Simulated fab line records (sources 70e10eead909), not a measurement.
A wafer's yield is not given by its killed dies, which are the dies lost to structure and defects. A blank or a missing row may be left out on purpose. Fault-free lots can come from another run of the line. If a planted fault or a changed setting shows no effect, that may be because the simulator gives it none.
fab line records	flow nand-harc
[record] lots = 12	wafers = 36	last-day = 32
route steps=1302 shown A_M0@1148 A_M1@1177 END@1302
lots with no fault: from the same line, run without faults
start-h: start of the lot's first displayed wafer, in hours after the record's first day	wait-h: how many hours have passed since the lot's step before this one	" repeats the value in the row above	L1.1+2: several wafers, shown together as one row	- no value present, or no start provided	* or withheld: withheld	< > ~ a bound
route shown NAME@n: NAME is a module with steps in the file, n the number in the route of the first one	usual: mean/standard deviation taken from wafers without a fault	same: alike in all rows	chamber/n: place in a boat	sites: per-site readings	_std_site: how widely they spread, as a standard deviation	_edge_site: mean of outer sites minus mean of inner sites	radius-mm: how far each site lies from the wafer's centre	mask NAME#n: copy n	behind: tool/chamber where the wafer was last shaped	hold: cause of the lot's hold/its duration in hours/its outcome	device: the n, p or np transistor that did not switch	end of line: the tests these same wafers got at the end of their route	for a step that has no rows: nothing shown but its recipe	killed: at the first sort, the dies lost to defects and structure; wafer yield is something else	map: a wafer's dies, marking killed ones x, the rest . and places with no die _
set.NAME: the setting that was run; set.NAME@STEP: the one run at that earlier step	model.NAME: the simulator's own value behind a step, which no gauge read
the route's steps for a sample of lots (tables are steps, rows are wafers)
services: the hour from which a tool's chamber was out of use, counted from the record's first day as start-h (under 0 if before that day), plus the number of hours and why
[[steps]]
[step NHARC_A_M0_OVL_MEAS_10]
[recipe] pitch-nm = 160
[usual] overlay-x-nm = -0.2/0.91	overlay-y-nm = -0.4/0.92
lot.wafer	tool	chamber	start-h	wait-h	overlay-x-nm	overlay-y-nm
L255.3	overlay-02	-	518.65	-	1.1	-0.1
L255.4	"	-	"	"	1.4	0.3
L255.5	"	-	"	"	0.9	0.0
L258.1	overlay-01	-	551.77	-	1.2	-1.4
L258.5	"	-	"	"	0.9	-1.7
L258.6	"	-	"	"	0.7	-1.9
L259.1	overlay-02	-	552.33	-	1.5	0.5
L259.2	"	-	"	"	1.1	0.0
L259.6	"	-	"	"	1.4	0.4
L256.1	overlay-01	-	557.09	-	-0.4	-1.0
L256.2	"	-	"	"	-0.7	-0.5
L256.4	"	-	"	"	-0.5	-0.8
L260.1	overlay-01	-	573.23	-	-0.5	-0.9
L260.4	"	-	"	"	-0.4	-0.7
L260.5	"	-	"	"	-0.9	-1.1
L262.1	overlay-02	-	603.94	-	-0.8	0.6
L262.2	"	-	"	"	-0.2	1.2
L262.4	"	-	"	"	-0.7	0.8
L264.4	overlay-02	-	642.26	-	0.2	-0.1
L264.5	"	-	"	"	0.2	-0.7
L264.6	"	-	"	"	0.0	-0.2
L266.3	overlay-02	-	644.75	-	-0.8	1.3
L266.5	"	-	"	"	-0.7	1.2
L266.6	"	-	"	"	-0.4	1.1
L267.1	overlay-01	-	649.78	-	0.3	-1.7
L267.2	"	-	"	"	-0.1	-1.2
L267.5	"	-	"	"	-0.1	-1.3
L271.3	overlay-02	-	695.44	-	-0.7	-0.9
L271.5	"	-	"	"	-1.1	-0.8
L271.6	"	-	"	"	-1.2	-0.5
L270.3	overlay-01	-	699.98	-	0.5	0.5
L270.4	"	-	"	"	0.6	0.6
L270.5	"	-	"	"	0.4	0.6
L273.1	overlay-01	-	718.37	-	0.4	-0.9
L273.2	"	-	"	"	0.8	-1.2
L273.6	"	-	"	"	0.6	-1.4
[step NHARC_A_M0_PVD_20]
[recipe] target-thk-a = 50	bias-v = 168.6	power-w = 15000	chamber-pressure-pa = 0.12	time-s = 8.06	substrate-temp-c = 50	material = TaN
[usual] throttle-valve-pct = 29.9/1.1
[same] time-s = 8.06
lot.wafer	tool	chamber	start-h	wait-h	throttle-valve-pct
L255.3	pvd-sputter-03	-	-	-	28.4
L255.4	"	-	"	"	29.8
L255.5	"	-	"	"	31.2
L258.1	pvd-sputter-03	-	-	-	29.1
L258.6	"	-	"	"	30.2
L258.5	"	-	"	"	28.9
L259.1	pvd-sputter-02	-	-	-	29.2
L259.2	"	-	"	"	31.1
L259.6	"	-	"	"	29.0
L256.4	pvd-sputter-01	-	-	-	27.8
L256.2	"	-	"	"	30.4
L256.1	"	-	"	"	29.7
L260.4	pvd-sputter-03	-	-	-	31.0
L260.1	"	-	"	"	30.0
L260.5	"	-	"	"	30.7
L262.2	pvd-sputter-03	-	-	-	28.7
L262.4	"	-	"	"	28.9
L262.1	"	-	"	"	30.9
L264.4	pvd-sputter-03	-	-	-	30.1
L264.6	"	-	"	"	28.7
L264.5	"	-	"	"	29.3
L266.3	pvd-sputter-03	-	-	-	28.7
L266.5	"	-	"	"	30.2
L266.6	"	-	"	"	29.0
L267.1	pvd-sputter-03	-	-	-	31.1
L267.2	"	-	"	"	30.1
L267.5	"	-	"	"	30.9
L271.3	pvd-sputter-02	-	-	-	31.6
L271.6	"	-	"	"	29.3
L271.5	"	-	"	"	31.7
L270.3	pvd-sputter-02	-	-	-	31.8
L270.4	"	-	"	"	29.2
L270.5	"	-	"	"	31.7
L273.1	pvd-sputter-02	-	-	-	30.7
L273.2	"	-	"	"	31.8
L273.6	"	-	"	"	29.3
[step NHARC_A_M0_PRE_CLEAN_31]
[recipe] time-s = 12	temp-c = 370	rf-power-w = 300	gas = NH3
[usual] heater-power-w = 677/85
[same] time-s = 12
lot.wafer	tool	chamber	start-h	wait-h	heater-power-w
L255.3	pecvd-03	2	521.35	0.1	546
L255.5	"	0	"	"	652
L255.4	"	2	"	"	556
L258.1	pecvd-01	2	554.95	0.1	575
L258.5	"	0	"	"	732
L258.6	"	2	"	"	573
L259.1	pecvd-04	2	555.00	0.1	638
L259.2	"	0	"	"	868
L259.6	"	0	"	"	871
L256.1	pecvd-04	2	559.76	0.1	666
L256.2	"	0	"	"	856
L256.4	"	2	"	"	646
L260.1	pecvd-03	0	576.49	0.1	677
L260.5	"	0	"	"	678
L260.4	"	1	"	"	624
L262.1	pecvd-03	0	606.56	0.1	725
L262.2	"	1	"	"	668
L262.4	"	1	"	"	662
L264.4	pecvd-04	1	644.99	0.1	698
L264.6	"	2	"	"	729
L264.5	"	0	"	"	785
L266.3	pecvd-01	1	647.71	0.1	696
L266.6	"	1	"	"	714
L266.5	"	0	"	"	610
L267.2	pecvd-03	0	652.46	0.1	696
L267.1	"	1	"	"	650
L267.5	"	2	"	"	622
L271.3	pecvd-01	0	698.11	0.1	625
L271.5	"	2	"	"	568
L271.6	"	0	"	"	623
L270.3	pecvd-04	2	702.61	0.1	648
L270.5	"	2	"	"	656
L270.4	"	1	"	"	634
L273.1	pecvd-04	0	721.09	0.1	851
L273.2	"	1	"	"	647
L273.6	"	0	"	"	827
[step NHARC_A_M1_PEB_07]
[recipe] peb-temp-c = 100	peb-time-s = 65
lot.wafer	tool	chamber	start-h	wait-h
L255.3+4+5	litho-track-04	0	522.58	0.0
L258.1+5+6	litho-track-06	0	556.50	0.1
L259.1+2+6	litho-track-01	0	556.65	0.1
L256.1+2+4	litho-track-04	0	560.96	0.1
L260.1+4+5	litho-track-01	0	577.70	0.1
L262.1+2+4	litho-track-01	0	607.79	0.1
L264.4+5+6	litho-track-04	0	646.21	0.0
L266.3+5+6	litho-track-04	0	648.96	0.0
L267.1+2+5	litho-track-06	0	653.58	0.1
L271.3+5+6	litho-track-04	0	699.36	0.0
L270.3+4+5	litho-track-01	0	703.85	0.0
L273.1+2+6	litho-track-06	0	722.33	0.1
[step NHARC_A_M1_CD_MEAS_09]
[recipe] target-cd-nm = 120	landing-energy-ev = 500
[usual] cd-nm = 119.8/0.5
[same] landing-energy-ev = 500
lot.wafer	tool	chamber	start-h	wait-h	cd-nm
L255.3	cd-sem-01	0	522.66	-	119.8
L255.4	"	0	"	"	120.1
L255.5	"	0	"	"	121.1
L258.1	cd-sem-01	0	556.58	-	120.0
L258.5	"	0	"	"	120.2
L258.6	"	0	"	"	120.0
L259.1	cd-sem-03	0	556.73	-	120.2
L259.2	"	0	"	"	120.0
L259.6	"	0	"	"	119.6
L256.1	cd-sem-03	0	561.04	-	118.9
L256.2	"	0	"	"	118.5
L256.4	"	0	"	"	118.6
L260.1	cd-sem-03	0	577.78	-	118.7
L260.4	"	0	"	"	119.1
L260.5	"	0	"	"	119.4
L262.1	cd-sem-01	0	607.87	-	119.8
L262.2	"	0	"	"	120.2
L262.4	"	0	"	"	119.8
L264.4	cd-sem-01	0	646.29	-	120.0
L264.5	"	0	"	"	120.3
L264.6	"	0	"	"	120.0
L266.3	cd-sem-03	0	649.04	-	120.3
L266.5	"	0	"	"	120.7
L266.6	"	0	"	"	120.0
L267.1	cd-sem-01	0	653.66	-	119.3
L267.2	"	0	"	"	119.5
L267.5	"	0	"	"	119.7
L271.3	cd-sem-01	0	699.45	-	119.5
L271.5	"	0	"	"	121.6
L271.6	"	0	"	"	120.3
L270.3	cd-sem-01	0	703.93	-	120.0
L270.4	"	0	"	"	120.1
L270.5	"	0	"	"	119.5
L273.1	cd-sem-01	0	722.41	-	120.4
L273.2	"	0	"	"	119.7
L273.6	"	0	"	"	119.8
[step NHARC_END_SORT_01]
[recipe] temp-c = 25
[usual] defect-limited-yield = 91.4/2.6	killed-at-array = 53/18	killed-at-other = 0.9/1.3	killed-at-periphery = 4/3.1	killed-dies = 58/18	killed-open = 3.4/2	killed-short = 2.5/1.8	sort_bin_2_pct = 3.1/1.2	sort_bin_3_pct = 0.7/0.38	sort_bin_4_pct = 4.8/1.5	sort-n-pass = 619/18	sort-rim-yield-pct = 90/4.6	sort-yield-pct = 91.4/2.6
[same] gross-dies = 677	sort_bin_5_pct[%] = 0	sort_bin_6_pct[%] = 0	sort_bin_7_pct[%] = 0	sort_bin_8_pct[%] = 0	sort-rim-n-gross = 106.00
lot.wafer	tool	chamber	start-h	wait-h	defect-limited-yield[%]	killed-at-array	killed-at-other	killed-at-periphery	killed-dies	killed-open	killed-short	sort_bin_2_pct[%]	sort_bin_3_pct[%]	sort_bin_4_pct[%]	sort-n-pass	sort-rim-yield-pct[%]	sort-yield-pct[%]
L256.1	prober-01	0	602.16	2.5	88.6	72	1	4	77	7	3	3.5	0.6	7.2	600	88	88.6
L256.2	prober-01	0	602.96	2.8	91.6	54	0	3	57	2	1	2.4	0.9	5.2	620	92	91.6
L256.4	prober-01	0	604.58	3.4	89.2	68	2	3	73	6	3	4.3	0.6	5.9	604	95	89.2
L264.4	prober-01	0	683.91	3.4	91.9	52	0	3	55	3	6	3.7	0.9	3.5	622	84	91.9
L264.5	prober-01	0	684.71	3.7	91.4	56	0	2	58	2	2	2.4	0.9	5.3	619	87	91.4
L264.6	prober-01	0	685.51	4.0	91.0	61	0	0	61	5	4	3.7	1.0	4.3	616	87	91.0
L271.3	prober-02	0	739.03	3.1	91.6	50	1	6	57	1	4	3.5	0.7	4.1	620	85	91.6
L271.5	prober-02	0	740.63	3.7	89.1	57	6	11	74	8	1	2.8	1.6	6.5	603	85	89.1
L271.6	prober-02	0	741.43	4.0	87.3	78	1	7	86	4	2	4.7	0.7	7.2	591	89	87.3
L270.3	prober-01	0	739.03	3.1	88.2	73	1	6	80	5	4	4.6	1.5	5.8	597	95	88.2
L270.4	prober-01	0	739.82	3.4	90.5	58	1	5	64	7	0	2.8	0.6	6.1	613	85	90.5
L270.5	prober-01	0	740.62	3.7	86.9	89	0	0	89	5	6	4.9	0.7	7.5	588	88	86.9
// killed by level:class
L256.1 A_CHANNEL_HOLE_D2:chamber-film-flake=35 A_CHANNEL_HOLE_D1:chamber-film-flake=18 A_STAIRCASE:chamber-film-flake=4 A_CONTACT:chamber-film-flake=3 A_ONON_D2:geometric-particle:short=2 P_GATE:chamber-film-flake=2 A_SLIT:chamber-film-flake=2 P_GATE:geometric-particle:open=1
L256.2 A_CHANNEL_HOLE_D1:chamber-film-flake=29 A_CHANNEL_HOLE_D2:chamber-film-flake=15 A_STAIRCASE:chamber-film-flake=3 A_SLIT:chamber-film-flake=3 A_CONTACT:chamber-film-flake=3 P_CONTACT:geometric-particle:short=1 P_M0:geometric-particle:open=1 A_CHANNEL_FILL_D2:geometric-particle:open=1
L256.4 A_CHANNEL_HOLE_D2:chamber-film-flake=25 A_CHANNEL_HOLE_D1:chamber-film-flake=19 A_CONTACT:chamber-film-flake=9 A_STAIRCASE:chamber-film-flake=3 A_M1:chamber-film-flake=3 P_CONTACT:geometric-particle:open=2 A_ONON_D1:geometric-particle:short=2 A_DECK1_JOINT:geometric-particle:open=2
L264.4 A_SLIT:chamber-film-flake=22 A_CHANNEL_HOLE_D2:chamber-film-flake=10 A_CONTACT:chamber-film-flake=7 P_M0:geometric-particle:open=2 A_WL_FILL:geometric-particle:short=2 A_CHANNEL_HOLE_D1:chamber-film-flake=2 A_CHANNEL_FILL_D2:chamber-film-flake=2 A_CHANNEL_FILL_D1:geometric-particle:short=1
L264.5 A_SLIT:chamber-film-flake=21 A_CHANNEL_HOLE_D2:chamber-film-flake=14 A_CONTACT:chamber-film-flake=8 A_CHANNEL_HOLE_D1:chamber-film-flake=4 A_DECK1_JOINT:chamber-film-flake=4 A_CHANNEL_FILL_D1:geometric-particle:short=1 A_DECK1_JOINT:geometric-particle:open=1 A_CHANNEL_FILL_D2:geometric-particle:open=1
L264.6 A_SLIT:chamber-film-flake=25 A_CHANNEL_HOLE_D2:chamber-film-flake=14 A_CONTACT:chamber-film-flake=7 A_ONON_D2:geometric-particle:short=2 A_CHANNEL_FILL_D2:geometric-particle:open=2 A_CHANNEL_FILL_D2:chamber-film-flake=2 A_STAIRCASE:chamber-film-flake=2 A_CHANNEL_FILL_D1:geometric-particle:open=1
L271.3 A_SLIT:chamber-film-flake=29 A_CHANNEL_HOLE_D1:chamber-film-flake=15 P_M2:chamber-film-flake=4 P_CONTACT:geometric-particle:short=1 A_ONON_D1:geometric-particle:short=1 A_DECK1_JOINT:geometric-particle:open=1 A_STAIRCASE:geometric-particle:short=1 A_M1:geometric-particle:short=1
L270.3 A_CHANNEL_HOLE_D1:chamber-film-flake=34 A_CHANNEL_HOLE_D2:chamber-film-flake=19 A_SLIT:chamber-film-flake=4 A_CONTACT:chamber-film-flake=4 A_STAIRCASE:chamber-film-flake=3 P_GATE:chamber-film-flake=2 P_CONTACT:chamber-film-flake=2 P_M0:geometric-particle:open=1
L270.4 A_CHANNEL_HOLE_D1:chamber-film-flake=21 A_CHANNEL_HOLE_D2:chamber-film-flake=19 A_STAIRCASE:chamber-film-flake=6 A_SLIT:chamber-film-flake=4 P_M0:geometric-particle:open=2 A_WL_FILL:geometric-particle:open=2 A_WL_FILL:chamber-film-flake=2 A_CHANNEL_HOLE_D1:geometric-particle:open=1
L270.5 A_CHANNEL_HOLE_D1:chamber-film-flake=36 A_CHANNEL_HOLE_D2:chamber-film-flake=25 A_CONTACT:chamber-film-flake=5 A_STAIRCASE:chamber-film-flake=4 A_SLIT:chamber-film-flake=4 A_DECK1_JOINT:geometric-particle:short=2 A_M0:geometric-particle:open=2 A_M0:geometric-particle:short=2
L271.5 A_SLIT:chamber-film-flake=28 A_CHANNEL_HOLE_D1:chamber-film-flake=15 THIN_TSV:chamber-film-flake=6 P_M0:geometric-particle:open=3 P_GATE:chamber-film-flake=3 A_STAIRCASE:chamber-film-flake=3 P_ZERO_WELL:chamber-film-flake=2 P_M2:chamber-film-flake=2
L271.6 A_CHANNEL_HOLE_D1:chamber-film-flake=32 A_SLIT:chamber-film-flake=32 P_ZERO_WELL:chamber-film-flake=4 A_CONTACT:chamber-film-flake=4 P_M2:chamber-film-flake=3 A_BLC:geometric-particle:open=2 A_WL_FILL:chamber-film-flake=2 A_CHANNEL_HOLE_D1:geometric-particle:short=1
[[services]]
tool	chamber	start-h	hours	kind
litho-track-01	-	505.00	7.0	pm
pvd-sputter-03	-	526.05	10.0	pm
litho-track-06	-	529.00	7.0	pm
pecvd-03	-	547.40	13.0	pm
pecvd-03	0	547.40	13.0	vent-cycle
litho-track-04	-	553.00	7.0	pm
pvd-sputter-01	-	582.00	10.0	pm
pvd-sputter-01	-	615.47	4.1	repair
pvd-sputter-03	-	615.99	1.2	repair
pecvd-04	-	631.40	13.0	pm
pecvd-04	0	631.40	13.0	vent-cycle
pecvd-04	1	631.40	13.0	vent-cycle
pecvd-04	2	631.40	13.0	vent-cycle
pvd-sputter-02	-	638.00	10.0	pm
pecvd-04	0	644.40	-	clean
pecvd-04	1	644.40	-	clean
pecvd-04	2	644.40	-	clean
pvd-sputter-03	-	670.10	2.4	repair
pecvd-01	-	673.15	13.0	pm
litho-track-01	-	680.00	7.0	pm
pvd-sputter-01	-	681.56	3.2	repair
litho-track-06	-	704.00	7.0	pm
pvd-sputter-03	-	704.05	10.0	pm
pvd-sputter-01	-	706.84	2.3	repair
[[key]]
[first-sign] step = NHARC_A_M1_CD_MEAS_09	reading = cd-nm	direction = up	sigmas = 3.5	usual = 119.8	struck = 121.6
effect none on later readings
met-at NHARC_A_M1_PEB_07
struck-lots L271
struck-wafers L271.5
not-acting-at NHARC_A_M0_OVL_MEAS_10,NHARC_A_M0_PVD_20,NHARC_A_M0_PRE_CLEAN_31
onset-between 648.96 699.36
[fault] kind = process-parameter-drift	tool = litho-track-04	chamber = -	onset-h = 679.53	steps = NHARC_A_M1_PEB_07	channel = peb-time-s	offset = *	shape = step	end-h = 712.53	scope = struck-wafers-only	acts-in = *	stated = *
